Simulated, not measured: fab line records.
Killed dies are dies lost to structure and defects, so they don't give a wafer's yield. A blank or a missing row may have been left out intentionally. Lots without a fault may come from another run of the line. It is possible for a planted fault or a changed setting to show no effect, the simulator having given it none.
fab line records	flow nand-harc
[record] lots = 6	wafers = 18	last-day = 24
route steps=1159 shown P_GATE@193 P_CONTACT@217 END@1159
lots with no fault: from the same line, run without faults
start-h: start of the lot's first displayed wafer, in hours after the record's first day	wait-h: hours since the lot's step before	" as in the row above	L1.1+2: a single row standing in for several wafers	- either no value or no given start	* or withheld: withheld	< > ~ a bound
route shown NAME@n: NAME is a module with steps in the file, n the number in the route of the first one	usual: average and standard deviation across the fault-free wafers	same: alike in all rows	chamber/n: place in a boat	sites: each site's reading	_std_site: their standard deviation	_edge_site: outer sites' mean less inner sites'	radius-mm: for every site, how far away it sits from the centre of the wafer	mask NAME#n: copy n	behind: the most recent tool/chamber to have shaped the wafer	hold: what put the lot on hold/how long, in hours/how the hold closed	device: whichever transistor did not switch (one of n, p or np)	end of line: tests of these same wafers at the route's end	step lacking rows: just its recipe	killed: dies lost to structure and defects at the first sort, not the wafer's yield	map: the dies of a wafer, with x for killed, . for not killed, _ for no die there
set.NAME: the setting that was run; set.NAME@STEP: the one run at that earlier step	model.NAME: the simulator's own value behind a step, which no gauge read
a table for each step, a row for each wafer; lots at some steps of the route
services: the hour from which a tool's chamber was out of use, counted from the record's first day as start-h (under 0 if before that day), plus the number of hours and why
[[steps]]
[step NHARC_P_GATE_HMDS_84]
[recipe] time-s = 30
[step NHARC_P_GATE_COAT_85]
[recipe] spin-rpm = 3000
[step NHARC_P_GATE_SOFTBAKE_86]
[recipe] temp-c = 122	time-s = 95
[step NHARC_P_GATE_EBR_87]
[step NHARC_P_GATE_EXPOSE_88]
[recipe] na = 0.6	target-cd-nm = 2000	dose-mj = 11.87	mask-id = P_HVN
[step NHARC_P_GATE_PEB_89]
[recipe] peb-temp-c = 118	peb-time-s = 85
[step NHARC_P_GATE_DEVELOP_90]
[recipe] time-s = 70
[step NHARC_P_GATE_CD_MEAS_91]
[recipe] target-cd-nm = 2000	landing-energy-ev = 500
[usual] cd-nm = 2001.1/1.9
lot.wafer	tool	chamber	start-h	wait-h	cd-nm
L479.2	cd-sem-02	0	108.99	-	2002.5
L479.4	"	0	"	"	2000.4
L479.5	"	0	"	"	2003.0
L490.1	cd-sem-03	0	170.98	-	2000.2
L490.3	"	0	"	"	2005.2
L490.5	"	0	"	"	2001.7
L496.1	cd-sem-03	0	204.09	-	1997.8
L496.2	"	0	"	"	2001.6
L496.6	"	0	"	"	2000.0
L498.3	cd-sem-01	0	217.93	-	1997.5
L498.4	"	0	"	"	1999.0
L498.6	"	0	"	"	1999.4
L501.2	cd-sem-02	0	235.69	-	1998.3
L501.4	"	0	"	"	2000.1
L501.6	"	0	"	"	2000.6
L502.2	cd-sem-02	0	249.90	-	1999.4
L502.3	"	0	"	"	1999.6
L502.4	"	0	"	"	1998.1
[step NHARC_P_GATE_HARDBAKE_92]
[recipe] temp-c = 125	time-s = 80
[step NHARC_P_GATE_DESCUM_93]
[recipe] time-s = 3	o2-flow-sccm = 200	ar-flow-sccm = 0	bias-power-w = 0	chemistry = O2
[usual] drypump-motor-current-A = 5.8/0.48	oes-product-au = 0.999/0.011	rf-vpp-V = 58.0/0.97	showerhead-plenum-p-Torr = 1.95/0.077	throttle-valve-pct = 11.312/0.01
lot.wafer	tool	chamber	start-h	wait-h	drypump-motor-current-A	oes-product-au	rf-hours-counter-h	rf-vpp-V	showerhead-plenum-p-Torr	throttle-valve-pct
L479.4	rie-diel-11	0	109.16	-	6.1	1.002	31	56.7	1.84	11.316
L479.2	"	1	"	"	5.6	1.009	34	59.8	1.81	11.318
L479.5	"	1	"	"	5.6	1.001	-	58.1	1.81	11.314
L490.3	rie-diel-11	0	171.14	-	6.1	1.009	55	57.7	1.83	11.316
L490.1	"	3	"	"	5.4	0.981	57	58.3	2.00	11.328
L490.5	"	1	"	"	5.6	0.994	-	56.2	1.81	11.321
L496.2	rie-diel-05	0	204.27	-	5.6	0.991	13	57.4	1.84	11.303
L496.1	"	3	"	"	5.5	0.986	15	58.0	2.00	11.314
L496.6	"	0	"	"	5.6	0.994	-	57.3	1.84	11.309
L498.3	rie-diel-05	2	218.17	-	5.5	0.995	20	57.5	1.95	11.311
L498.4	"	3	"	"	5.5	1.001	19	57.4	2.00	11.300
L498.6	"	1	"	"	5.7	0.999	-	59.1	1.96	11.297
L501.2	rie-diel-05	1	235.85	-	5.7	1.009	22	57.9	1.96	11.316
L501.4	"	3	"	"	5.5	1.009	26	57.8	1.99	11.316
L501.6	"	2	"	"	5.5	0.993	-	57.4	1.95	11.314
L502.2	rie-diel-07	1	250.07	-	6.1	0.996	2	58.4	1.98	11.316
L502.3	"	2	"	"	6.8	1.015	2	59.3	2.00	11.309
L502.4	"	3	"	"	5.0	0.990	1	57.4	2.05	11.313
[step NHARC_P_GATE_IMPLANT_94]
[recipe] energy-kev = 60	dose-cm2 = 2e+15	tilt-deg = 7
[step NHARC_P_GATE_STRIP_113]
[recipe] power-w = 1500	temp-c = 110	time-s = 740	chemistry = N2/H2
[step NHARC_P_GATE_STRIP_95]
[recipe] power-w = 1500	temp-c = 250	chemistry = O2
[usual] drypump-motor-current-A = 5.73/0.29	heater-power-w = 335/35	rf-refl-power-W = 18/10	temp-c = 250.04/0.16
lot.wafer	tool	chamber	start-h	wait-h	drypump-motor-current-A	heater-power-w	rf-hours-counter-h	rf-refl-power-W	temp-c
L479.2	plasma-asher-02	0	110.25	0.6	5.64	388	29	14	249.97
L479.4	"	0	"	"	5.60	396	-	14	250.00
L479.5	"	1	"	"	6.20	314	-	35	250.06
L490.1	plasma-asher-01	1	172.36	0.6	5.43	312	21	13	250.03
L490.3	"	1	"	"	5.42	320	-	13	250.21
L490.5	"	1	"	"	5.42	318	-	14	250.10
L496.2	plasma-asher-01	0	205.51	0.6	5.74	321	48	9	250.23
L496.1	"	1	"	"	5.45	314	48	13	250.21
L496.6	"	0	"	"	5.71	320	-	9	250.13
L498.3	plasma-asher-01	0	219.27	0.4	5.70	320	-	7	250.09
L498.4	"	1	"	"	5.42	309	-	13	250.05
L498.6	"	1	"	"	5.39	314	-	14	249.95
L501.2	plasma-asher-02	0	236.95	0.5	5.63	391	17	14	249.84
L501.4	"	0	"	"	5.62	398	-	14	250.08
L501.6	"	0	"	"	5.64	389	-	14	249.92
L502.2	plasma-asher-02	0	251.15	0.6	5.64	396	21	14	250.13
L502.4	"	0	"	"	5.64	399	-	14	250.07
L502.3	"	1	"	"	6.22	320	-	35	249.97
[step NHARC_P_GATE_STRIP_96]
[recipe] time-s = 900	temp-c = 130	chemistry = SPM
[step NHARC_P_GATE_RTA_64]
[recipe] temp-c = 1050	time-s = 1
[step NHARC_P_GATE_ETCH_77]
[recipe] target-depth-a = 60	chemistry = dHF	material = SiO2
[step NHARC_P_GATE_DEGAS_109]
[recipe] temp-c = 300	time-s = 60
[usual] heater-power-w = 491/56
lot.wafer	tool	chamber	start-h	wait-h	heater-power-w
L479.4	pvd-sputter-02	-	111.12	0.1	420
L479.2	"	-	"	"	494
L479.5	"	-	"	"	425
L490.3	pvd-sputter-01	-	173.33	0.2	471
L490.1	"	-	"	"	491
L490.5	"	-	"	"	481
L496.2	pvd-sputter-01	-	206.38	0.1	551
L496.1	"	-	"	"	500
L496.6	"	-	"	"	545
L498.3	pvd-sputter-01	-	220.22	0.1	527
L498.4	"	-	"	"	495
L498.6	"	-	"	"	563
L501.4	pvd-sputter-01	-	237.89	0.1	544
L501.2	"	-	"	"	502
L501.6	"	-	"	"	538
L502.2	pvd-sputter-03	-	252.02	0.1	511
L502.3	"	-	"	"	470
L502.4	"	-	"	"	402
[step NHARC_P_GATE_PRE_CLEAN_110]
[recipe] time-s = 30	bias-v = 200	gas = Ar
[step NHARC_P_GATE_SPUTTER_78]
[recipe] target-thk-a = 100	material = Ni
[step NHARC_P_GATE_SPUTTER_79]
[recipe] target-thk-a = 100	material = TiN
[step NHARC_P_GATE_RTA_80]
[recipe] temp-c = 300	time-s = 30
[usual] lamp-power-pct = 2.03/0.034	lamp_zone_4_pct = 2.03/0.034	wafer_temp_C_max = 301.6/0.42
lot.wafer	tool	chamber	start-h	wait-h	lamp-power-pct	lamp_zone_4_pct	wafer_temp_C_max
L479.2	rtp-anneal-01	0	111.44	-	1.98	1.98	302.5
L479.4	"	0	"	"	1.98	1.98	301.7
L479.5	"	0	"	"	1.98	1.98	302.7
L490.1	rtp-anneal-02	0	173.64	-	2.05	2.05	301.1
L490.3	"	0	"	"	2.05	2.05	301.2
L490.5	"	0	"	"	2.05	2.06	301.4
L496.1	rtp-anneal-01	0	206.70	-	1.98	1.98	301.3
L496.2	"	0	"	"	1.98	1.98	301.3
L496.6	"	0	"	"	1.98	1.98	301.3
L498.3	rtp-anneal-01	0	220.56	-	1.99	1.99	302.9
L498.4	"	0	"	"	1.99	1.99	301.8
L498.6	"	0	"	"	1.99	1.99	302.1
L501.2	rtp-anneal-01	0	238.21	-	1.98	1.98	302.1
L501.4	"	0	"	"	1.98	1.99	302.6
L501.6	"	0	"	"	1.98	1.98	301.4
L502.2	rtp-anneal-02	0	252.35	-	2.06	2.05	301.1
L502.3	"	0	"	"	2.05	2.05	301.2
L502.4	"	0	"	"	2.05	2.05	300.9
[step NHARC_P_GATE_STRIP_67]
[recipe] time-s = 600	temp-c = 130	chemistry = SPM
[step NHARC_P_GATE_RTA_82]
[recipe] temp-c = 450	time-s = 30
[usual] lamp-power-pct = 3.95/0.066	lamp_zone_4_pct = 3.95/0.066	wafer_temp_C_max = 452.7/0.69
lot.wafer	tool	chamber	start-h	wait-h	lamp-power-pct	lamp_zone_4_pct	wafer_temp_C_max
L479.2	rtp-anneal-01	0	111.90	-	3.90	3.90	452.7
L479.4	"	0	"	"	3.90	3.91	452.1
L479.5	"	0	"	"	3.90	3.90	452.8
L490.1	rtp-anneal-02	0	174.12	-	4.04	4.04	451.5
L490.3	"	0	"	"	4.04	4.04	452.7
L490.5	"	0	"	"	4.04	4.04	451.8
L496.1	rtp-anneal-01	0	207.19	-	3.90	3.90	453.2
L496.2	"	0	"	"	3.89	3.90	452.9
L496.6	"	0	"	"	3.90	3.90	452.7
L498.3	rtp-anneal-02	0	221.01	-	4.04	4.04	451.9
L498.4	"	0	"	"	4.04	4.04	452.3
L498.6	"	0	"	"	4.05	4.04	451.9
L501.2	rtp-anneal-02	0	238.68	-	4.04	4.03	452.1
L501.4	"	0	"	"	4.04	4.04	451.9
L501.6	"	0	"	"	4.04	4.04	452.3
L502.2	rtp-anneal-01	0	252.83	-	3.90	3.89	452.6
L502.3	"	0	"	"	3.90	3.90	452.9
L502.4	"	0	"	"	3.89	3.90	452.9
[step NHARC_P_GATE_INSPECT_68]
[usual] raw-defect-count = 218/91
lot.wafer	tool	chamber	start-h	wait-h	raw-defect-count
L479.2	defect-inspect-01	-	112.07	0.1	95
L479.4	"	-	"	"	93
L479.5	"	-	"	"	137
L490.1	defect-inspect-01	-	174.34	0.2	231
L490.3	"	-	"	"	199
L490.5	"	-	"	"	218
L496.1	defect-inspect-02	-	207.38	0.2	225
L496.2	"	-	"	"	592
L496.6	"	-	"	"	648
L498.3	defect-inspect-02	-	221.15	0.1	522
L498.4	"	-	"	"	177
L498.6	"	-	"	"	394
L501.2	defect-inspect-01	-	238.85	0.1	233
L501.4	"	-	"	"	244
L501.6	"	-	"	"	189
L502.2	defect-inspect-02	-	253.00	0.1	171
L502.3	"	-	"	"	148
L502.4	"	-	"	"	219
[step NHARC_P_CONTACT_DEP_30]
[recipe] target-thk-a = 300	temp-c = 400	target-thk-nm = 30	flow-sccm = 200	rf-w = 450	material = SiNx
[usual] heater-power-w = 740/71
lot.wafer	tool	chamber	start-h	wait-h	heater-power-w	since-wet-clean-h
L479.2	pecvd-02	0	112.14	0.1	724	127
L479.4	"	0	"	"	719	-
L479.5	"	2	"	"	757	-
L490.1	pecvd-01	2	174.49	0.1	805	106
L490.3	"	0	"	"	665	106
L490.5	"	0	"	"	686	-
L496.1	pecvd-01	0	207.49	0.1	713	139
L496.2	"	1	"	"	680	139
L496.6	"	1	"	"	698	-
L498.3	pecvd-04	1	221.40	0.2	822	13
L498.6	"	1	"	"	823	-
L498.4	"	0	"	"	786	-
L501.2	pecvd-04	2	238.95	0.1	856	31
L501.6	"	1	"	"	836	-
L501.4	"	2	"	"	864	-
L502.3	pecvd-04	0	253.11	0.1	679	45
L502.2	"	1	"	"	881	45
L502.4	"	0	"	"	680	-
[step NHARC_END_SORT_01]
[recipe] temp-c = 25
[usual] killed-at-array = 29/11	killed-at-other = 0.7/1.1	killed-at-periphery = 3.1/2	killed-dies = 33/11	killed-open = 3.5/1.8	killed-short = 2.0/1.4
[same] gross-dies = 677
lot.wafer	tool	chamber	start-h	wait-h	killed-at-array	killed-at-other	killed-at-periphery	killed-dies	killed-open	killed-short
L496.2	prober-01	0	555.24	2.8	38	1	50	89	2	3
L496.6	prober-01	0	558.45	4.0	43	0	43	86	3	1
L498.3	prober-02	0	570.92	3.1	29	0	46	75	2	2
// killed by level:class
L496.2 P_GATE:unspecified=44 A_CHANNEL_HOLE_D1:chamber-film-flake=18 A_SLIT:chamber-film-flake=11 P_ZERO_WELL:chamber-film-flake=3 A_CONTACT:chamber-film-flake=3 P_GATE:chamber-film-flake=2 A_STAIRCASE:chamber-film-flake=2 P_M1:geometric-particle:open=1
L496.6 P_GATE:unspecified=43 A_CHANNEL_HOLE_D1:chamber-film-flake=20 A_SLIT:chamber-film-flake=13 A_CONTACT:chamber-film-flake=3 A_WL_FILL:chamber-film-flake=2 A_ONON_D1:geometric-particle:open=1 A_ONON_D1:geometric-particle:short=1 A_CHANNEL_FILL_D1:geometric-particle:open=1
L498.3 P_GATE:unspecified=40 A_SLIT:chamber-film-flake=16 A_CHANNEL_HOLE_D1:chamber-film-flake=6 P_STI:chamber-film-flake=2 A_ZERO_WELL:chamber-film-flake=2 A_CONTACT:chamber-film-flake=2 P_GATE:geometric-particle:open=1 P_M1:geometric-particle:short=1
// map L496.2 (x killed, . not)
____________.____________
_________......._________
_______..x........_______
______.x...........______
_____..............._____
____.................____
____.................____
___...................___
___.....x.............___
__......x..............__
__...xx................__
_.x.xx.................._
_..xxxxxx.........x....._
_..x.x.x................_
_.x..xxx................_
_x...xx.x..............._
x.x.xx..x........x.......
xxxxxx..........x........
xxxxx..x.................
xxxxx....................
xxxxxx.x.................
_xxx...................._
_xxxxx.................._
_xxx..........x........._
_xxx...................._
_xx.x...x..............._
__x....................__
__x.xx...x.............__
___..x................___
___...xx..............___
____.................____
____.........xx.x....____
_____............x.._____
______.............______
_______..........._______
_________......._________
____________.____________
// map L498.3 (x killed, . not)
____________.____________
_________......._________
_______........x.x_______
______............x______
_____.............xx_____
____..............xxx____
____..............x.x____
___xx.............xxx.___
___..............x.xxx___
__..................x..__
__.......x.......xx....__
_......................._
_......................._
_......................._
_......................._
_.......x..x............_
xxx......x...............
xxx.....x................
xxxxx....................
xxxx.....................
xxxxxx.......x...........
_xxxx........x.........._
_xxxx..........x........_
_xxxx..............x...._
_xxx...................._
_xx................x...._
__x..x.................__
__x...............x....__
___...................___
___...................___
____.................____
____.................____
_____..............._____
______.............______
_______........x.._______
_________......._________
____________.____________
[[services]]
tool	chamber	start-h	hours	kind
pecvd-02	-	91.28	0.5	repair
plasma-asher-01	-	99.46	9.0	pm
pvd-sputter-03	-	102.00	10.0	pm
pecvd-02	0	104.66	5.0	repair
pecvd-01	1	113.72	6.4	repair
rie-diel-05	3	125.60	10.1	repair
pecvd-02	-	153.56	13.0	pm
pvd-sputter-01	-	158.05	10.0	pm
rie-diel-05	-	163.70	9.0	pm
rie-diel-07	1	164.41	13.7	repair
rie-diel-07	3	168.86	7.2	repair
pvd-sputter-03	-	178.15	4.8	repair
rie-diel-07	0	182.79	13.6	repair
plasma-asher-02	-	183.00	9.0	pm
rie-diel-11	-	190.18	9.0	pm
pecvd-04	-	195.04	13.0	pm
plasma-asher-02	-	196.08	6.0	repair
pecvd-01	0	215.17	22.3	repair
rie-diel-05	1	223.34	2.1	repair
plasma-asher-01	-	227.17	6.5	repair
rie-diel-11	3	230.67	8.3	repair
rie-diel-11	0	231.29	6.4	repair
pecvd-01	-	237.02	13.0	pm
plasma-asher-01	-	240.88	2.7	repair
[[key]]
[first-sign] step = NHARC_P_GATE_INSPECT_68	reading = raw-defect-count	direction = up	sigmas = 4	usual = 218	struck = 587
[effect] step = NHARC_END_SORT_01	reading = killed-at-periphery	direction = up	sigmas = 22	usual = 3.1	struck = 46.3
[more-kills-born-at] NHARC_P_GATE_STRIP_95@plasma-asher-01 = 127
met-at NHARC_P_GATE_STRIP_95
struck-wafers L496.2,L496.6,L498.3
tester-left-out L496,L498
[fault] kind = chamber-particle-source	tool = plasma-asher-01	chamber = 0	onset-h = 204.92	steps = NHARC_P_GATE_STRIP_95	rate-per-visit-cm2 = 0.59397	end-h = 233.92
// tester-left-out: of these lots the tester's yield and bins aren't shown, on N5 and GAA mostly nor the transistor test; their killed dies are dies lost to structure and defects alone, not to doping, threshold or leakage, so they don't give the yield
